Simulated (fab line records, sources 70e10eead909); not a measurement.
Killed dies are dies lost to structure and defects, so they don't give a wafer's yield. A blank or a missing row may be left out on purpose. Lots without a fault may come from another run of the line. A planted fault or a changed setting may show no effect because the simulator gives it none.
fab line records | flow nand_harc
record lots=11 wafers=33 last_day=34
route steps=1302 shown A_CONTACT@1045 END@1302
lots that met no fault: from a run of the same line without faults
start_h: hours from the record's first day to the start of the lot's first wafer shown | wait_h: hours since the lot's step before | " the same as in the row above | L1.1+2: a row that stands for several wafers | - no value, or no start given | * or withheld: withheld | < > ~ a bound
route shown NAME@n: a module of which the file shows steps, and the number in the route of the first | usual: mean/standard deviation of fault-free wafers | same: alike in all rows | chamber/n: place in a boat | sites: the reading at each site | _std_site: their standard deviation | _edge_site: outer sites' mean less inner sites' | radius_mm: how far each site lies from the wafer's centre | mask NAME#n: copy n | behind: the tool/chamber that last shaped the wafer | hold: why the lot was held/for how many hours/how that ended | device: the transistor (n, p or np) that didn't switch | end of line: the same wafers' tests at the end of the route | a step without rows: its recipe alone | killed: dies lost to structure and defects at the first sort, not the wafer's yield | map: a wafer's dies, x killed, . not, _ none there
set.NAME: the setting as run; set.NAME@STEP: as run at that earlier step | model.NAME: the simulator's own value behind a step, which no gauge read
steps of the route over a sample of lots; a table a step, a row a wafer
services: from which hour (start_h, from the record's first day; less than 0 if before it) a tool's chamber was out of use, for how many hours, and why
## steps
# step NHARC_A_CONTACT_ETCH_77
# recipe target_depth_a=1089 time_s=54.5 cf4_flow_sccm=100 chf3_flow_sccm=30 ar_flow_sccm=0 rf_w=500 bias_w=200 chemistry=CF4/CHF3
# usual drypump_motor_current_A=5.5/0.3 mfc_ar_sccm=0.008/0.013 oes_product_au=0.940/0.022 rf_vpp_V=371.0/2.7 showerhead_plenum_p_Torr=1.59/0.08 throttle_valve_pct=16.801/0.0092
# columns lot.wafer tool chamber start_h wait_h drypump_motor_current_A mfc_ar_sccm oes_product_au rf_hours_counter_h rf_vpp_V showerhead_plenum_p_Torr throttle_valve_pct
L849.1 rie_diel-03 2 513.73 - 5.2 0 0.971 8 371.7 1.65 16.806
L849.2 " 0 " " 5.6 0 0.959 8 372.0 1.64 16.814
L849.5 " 2 " " 5.1 0 0.972 - 370.7 1.65 16.805
L848.3 rie_diel-13 1 517.15 - 5.5 0 0.975 57 369.6 1.52 16.811
L848.6 " 2 " " 5.6 0.025 0.966 - 369.8 1.54 16.796
L848.5 " 3 " " 5.7 0 0.974 - 368.8 1.54 16.799
L856.1 rie_diel-03 0 602.31 - 5.6 0 0.822 24 373.5 1.64 16.798
L856.2 " 1 " " 5.3 0 0.818 21 365.8 1.46 16.798
L856.4 " 2 " " 5.2 0 0.827 21 373.5 1.65 16.809
L859.3 rie_diel-03 3 618.60 - 5.6 0.032 0.816 29 372.3 1.61 16.806
L859.2 " 0 " " 5.6 0 0.825 29 373.8 1.64 16.812
L859.6 " 0 " " 5.7 0 0.823 - 372.7 1.64 16.794
L860.2 rie_diel-05 1 623.67 - 5.3 0.003 0.984 10 367.8 1.48 16.791
L860.1 " 0 " " 5.5 0.025 0.996 9 375.0 1.67 16.807
L860.5 " 1 " " 5.3 0.003 0.978 - 368.0 1.48 16.791
L861.1 rie_diel-13 3 636.67 - 5.7 0 0.921 46 369.4 1.53 16.809
L861.3 " 0 " " 5.3 0.002 0.928 45 367.3 1.46 16.810
L861.6 " 2 " " 5.6 0.025 0.927 - 368.7 1.53 16.806
L869.2 rie_diel-05 0 700.23 - 5.6 0.025 0.933 36 373.8 1.66 16.786
L869.5 " 3 " " 5.2 0.029 0.947 - 370.3 1.60 16.791
L869.6 " 0 " " 5.6 0.025 0.939 - 374.0 1.66 16.793
L867.4 rie_diel-03 1 707.53 - 5.3 0 0.933 11 372.9 1.70 16.806
L867.1 " 0 " " 5.7 0 0.923 12 372.7 1.63 16.791
L867.6 " 2 " " 5.1 0 0.911 - 372.3 1.64 16.790
L868.4 rie_diel-05 2 708.60 - 6.4 0 0.916 35 373.6 1.69 16.798
L868.1 " 3 " " 5.2 0.029 0.926 33 372.2 1.60 16.799
L868.5 " 1 " " 5.3 0.003 0.922 - 369.6 1.48 16.793
L870.3 rie_diel-13 0 727.80 - 5.3 0.002 0.909 9 372.4 1.70 16.792
L870.1 " 1 " " 5.5 0 0.921 7 367.2 1.50 16.780
L870.4 " 2 " " 5.6 0.025 0.930 7 368.7 1.53 16.809
L871.1 rie_diel-13 1 740.92 - 5.5 0 0.971 14 368.8 1.50 16.800
L871.2 " 2 " " 5.6 0.025 0.985 12 368.0 1.52 16.789
L871.5 " 1 " " 5.5 0 0.963 - 367.8 1.50 16.806
# step NHARC_A_CONTACT_ETCH_124
# recipe source_w=withheld pressure_mtorr=20 bias_v=withheld time_s=140 target_depth_a=7000 ar_flow_sccm=withheld c4f8_flow_sccm=withheld o2_flow_sccm=withheld chemistry=C4F8/O2/Ar
# columns lot.wafer tool chamber start_h wait_h rf_hours_counter_h
L849.2 har_cap_etch-01 1 514.75 - 0
L849.1 " 0 " " 0
L849.5 " 0 " " -
L848.3 har_cap_etch-03 1 518.25 - -
L848.5 " 0 " " -
L848.6 " 1 " " -
L856.1 har_cap_etch-01 0 603.32 - 14
L856.2 " 1 " " 14
L856.4 " 0 " " -
L859.2 har_cap_etch-03 1 619.62 - 64
L859.3 " 1 " " -
L859.6 " 1 " " -
L860.2 har_cap_etch-01 1 624.70 - 19
L860.1 " 0 " " 19
L860.5 " 1 " " -
L861.1 har_cap_etch-02 1 637.66 - 107
L861.3 " 0 " " -
L861.6 " 1 " " -
L869.2 har_cap_etch-03 1 701.26 - 79
L869.5 " 1 " " -
L869.6 " 0 " " -
L867.1 har_cap_etch-02 0 708.55 - 118
L867.4 " 0 " " -
L867.6 " 1 " " -
L868.1 har_cap_etch-03 1 709.61 - 81
L868.4 " 1 " " -
L868.5 " 0 " " -
L870.1 har_cap_etch-02 1 728.82 - 121
L870.4 " 1 " " -
L870.3 " 0 " " -
L871.2 har_cap_etch-01 0 741.95 - 40
L871.1 " 1 " " 40
L871.5 " 1 " " -
# step NHARC_A_CONTACT_ETCH_127
# recipe source_w=withheld pressure_mtorr=20 bias_v=3000 time_s=197 target_depth_a=19180 ar_flow_sccm=withheld c4f8_flow_sccm=withheld o2_flow_sccm=withheld chemistry=C4F8/O2/Ar
# columns lot.wafer tool chamber start_h wait_h rf_hours_counter_h
L849.2 har_cap_etch-01 1 515.31 0.1 0
L849.1 " 0 " " 0
L849.5 " 0 " " -
L848.3 har_cap_etch-03 1 518.79 0.1 -
L848.5 " 0 " " -
L848.6 " 1 " " -
L856.1 har_cap_etch-01 0 603.88 0.1 15
L856.2 " 1 " " 15
L856.4 " 0 " " -
L859.2 har_cap_etch-03 1 620.17 0.1 64
L859.3 " 1 " " -
L859.6 " 1 " " -
L860.2 har_cap_etch-01 1 625.26 0.1 19
L860.1 " 0 " " 19
L860.5 " 1 " " -
L861.1 har_cap_etch-02 1 638.22 0.1 107
L861.3 " 0 " " -
L861.6 " 1 " " -
L869.2 har_cap_etch-03 1 701.81 0.1 80
L869.5 " 1 " " -
L869.6 " 0 " " -
L867.1 har_cap_etch-02 0 709.10 0.1 118
L867.4 " 0 " " -
L867.6 " 1 " " -
L868.1 har_cap_etch-03 1 710.17 0.1 82
L868.4 " 1 " " -
L868.5 " 0 " " -
L870.1 har_cap_etch-02 1 729.44 0.1 121
L870.4 " 1 " " -
L870.3 " 0 " " -
L871.2 har_cap_etch-01 0 742.50 0.1 41
L871.1 " 1 " " 41
L871.5 " 1 " " -
# step NHARC_A_CONTACT_ETCH_132
# recipe source_w=withheld pressure_mtorr=20 bias_v=3000 time_s=197 target_depth_a=19240 ar_flow_sccm=withheld c4f8_flow_sccm=withheld o2_flow_sccm=withheld chemistry=C4F8/O2/Ar
# columns lot.wafer tool chamber start_h wait_h rf_hours_counter_h
L849.2 har_cap_etch-01 1 516.20 0.1 1
L849.1 " 0 " " 1
L849.5 " 0 " " -
L848.3 har_cap_etch-03 1 519.68 0.1 -
L848.5 " 0 " " -
L848.6 " 1 " " -
L856.1 har_cap_etch-01 0 604.77 0.1 16
L856.2 " 1 " " 16
L856.4 " 0 " " -
L859.2 har_cap_etch-03 1 621.05 0.1 65
L859.3 " 1 " " -
L859.6 " 1 " " -
L860.2 har_cap_etch-01 1 626.14 0.1 20
L860.1 " 0 " " 20
L860.5 " 1 " " -
L861.1 har_cap_etch-02 1 639.10 0.1 108
L861.3 " 0 " " -
L861.6 " 1 " " -
L869.2 har_cap_etch-03 1 702.69 0.1 81
L869.5 " 1 " " -
L869.6 " 0 " " -
L867.1 har_cap_etch-02 0 709.99 0.1 119
L867.4 " 0 " " -
L867.6 " 1 " " -
L868.1 har_cap_etch-03 1 711.05 0.1 82
L868.4 " 1 " " -
L868.5 " 0 " " -
L870.1 har_cap_etch-02 1 730.32 0.1 122
L870.4 " 1 " " -
L870.3 " 0 " " -
L871.2 har_cap_etch-01 0 743.39 0.1 42
L871.1 " 1 " " 42
L871.5 " 1 " " -
# step NHARC_END_SORT_01
# recipe temp_c=25
# usual killed_at_array=59/24 killed_at_other=0.7/1.2 killed_at_periphery=3.5/2.6 killed_dies=63/24 killed_open=3.2/2.1 killed_short=2.4/1.5
# same gross_dies=677
# columns lot.wafer tool chamber start_h wait_h killed_at_array killed_at_other killed_at_periphery killed_dies killed_open killed_short
L856.1 prober-02 0 660.89 2.5 203 0 4 207 4 9
L856.2 prober-02 0 661.70 2.8 164 0 7 171 5 3
L856.4 prober-02 0 663.31 3.4 142 1 6 149 3 4
L859.2 prober-02 0 682.22 2.8 107 0 3 110 5 0
L859.3 prober-02 0 683.02 3.1 107 0 1 108 3 1
L859.6 prober-02 0 685.45 4.0 121 0 0 121 5 3
# killed by level:class
L856.1 A_CONTACT:area_etch=129 A_CHANNEL_HOLE_D1:chamber_film_flake=27 A_SLIT:chamber_film_flake=25 A_CHANNEL_HOLE_D2:chamber_film_flake=7 A_ONON_D2:geometric_particle:short=3 A_DECK1_JOINT:geometric_particle:short=2 P_CONTACT:geometric_particle:short=1 A_CHANNEL_FILL_D1:geometric_particle:short=1
L856.2 A_CONTACT:area_etch=84 A_CHANNEL_HOLE_D1:chamber_film_flake=32 A_SLIT:chamber_film_flake=31 A_CHANNEL_HOLE_D2:chamber_film_flake=7 A_ONON_D2:geometric_particle:short=2 P_CONTACT:chamber_film_flake=2 P_GATE:geometric_particle:open=1 P_GATE:geometric_particle:short=1
L856.4 A_CONTACT:area_etch=60 A_CHANNEL_HOLE_D1:chamber_film_flake=39 A_SLIT:chamber_film_flake=21 A_CHANNEL_HOLE_D2:chamber_film_flake=9 A_CONTACT:chamber_film_flake=3 A_CHANNEL_HOLE_D1:geometric_particle:short=3 P_ZERO_WELL:chamber_film_flake=2 P_CONTACT:chamber_film_flake=2
L859.2 A_CONTACT:area_etch=65 A_SLIT:chamber_film_flake=29 A_CHANNEL_HOLE_D1:chamber_film_flake=4 A_DECK1_JOINT:chamber_film_flake=3 P_GATE:geometric_particle:open=1 A_SOURCE_PLATE:geometric_particle:open=1 A_DECK1_JOINT:geometric_particle:open=1 A_ONON_D2:geometric_particle:open=1
L859.3 A_CONTACT:area_etch=63 A_SLIT:chamber_film_flake=26 A_CHANNEL_HOLE_D1:chamber_film_flake=7 A_STAIRCASE:chamber_film_flake=3 A_CONTACT:chamber_film_flake=2 A_ONON_D2:geometric_particle:open=1 A_WL_FILL:geometric_particle:open=1 A_M0:geometric_particle:open=1
L859.6 A_CONTACT:area_etch=75 A_SLIT:chamber_film_flake=33 A_CHANNEL_HOLE_D2:chamber_film_flake=3 A_CHANNEL_HOLE_D1:geometric_particle:short=2 A_CHANNEL_HOLE_D1:chamber_film_flake=2 A_ONON_D1:geometric_particle:open=1 A_CHANNEL_HOLE_D1:geometric_particle:open=1 A_CHANNEL_FILL_D1:geometric_particle:open=1
## services
# columns tool chamber start_h hours kind
rie_diel-03 0 491.89 - clean
rie_diel-03 1 491.89 - clean
rie_diel-03 2 491.89 - clean
rie_diel-03 3 491.89 - clean
har_cap_etch-01 - 497.13 17.0 pm
har_cap_etch-01 0 497.13 17.0 vent_cycle
har_cap_etch-01 1 497.13 17.0 vent_cycle
rie_diel-13 0 498.36 - clean
rie_diel-13 1 498.36 - clean
rie_diel-13 2 498.36 - clean
rie_diel-13 0 499.96 6.0 repair
har_cap_etch-01 0 514.13 - clean
har_cap_etch-01 0 514.13 - consumable_replace:focus_ring
har_cap_etch-01 1 514.13 - clean
har_cap_etch-01 1 514.13 - consumable_replace:focus_ring
rie_diel-05 3 519.22 5.4 repair
rie_diel-13 - 520.19 9.0 pm
har_cap_etch-03 - 529.17 1.1 repair
rie_diel-05 - 583.68 9.0 pm
rie_diel-03 - 588.78 0.5 repair
rie_diel-13 0 666.80 4.1 repair
rie_diel-13 - 698.15 9.0 pm
rie_diel-03 2 716.99 10.6 repair
rie_diel-05 2 740.63 7.4 repair
## key
first_sign step=NHARC_A_CONTACT_ETCH_77 reading=oes_product_au direction=down sigmas=5.3 usual=0.940 struck=0.822
effect step=NHARC_END_SORT_01 reading=killed_at_array direction=up sigmas=3.5 usual=59 struck=141
more_kills_born_at NHARC_A_CONTACT_ETCH_77@rie_diel-03=476
met_at NHARC_A_CONTACT_ETCH_77
struck_lots L856,L859
tester_left_out L856,L859
not_acting_at NHARC_A_CONTACT_ETCH_124,NHARC_A_CONTACT_ETCH_127,NHARC_A_CONTACT_ETCH_132
onset_between 513.73 602.31
fault kind=process_parameter_drift tool=rie_diel-03 chamber=- onset_h=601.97 steps=NHARC_A_CONTACT_ETCH_77 channel=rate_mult offset=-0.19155 shape=step end_h=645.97
# tester_left_out: of these lots the tester's yield and bins aren't shown, on N5 and GAA mostly nor the transistor test; their killed dies are dies lost to structure and defects alone, not to doping, threshold or leakage, so they don't give the yield
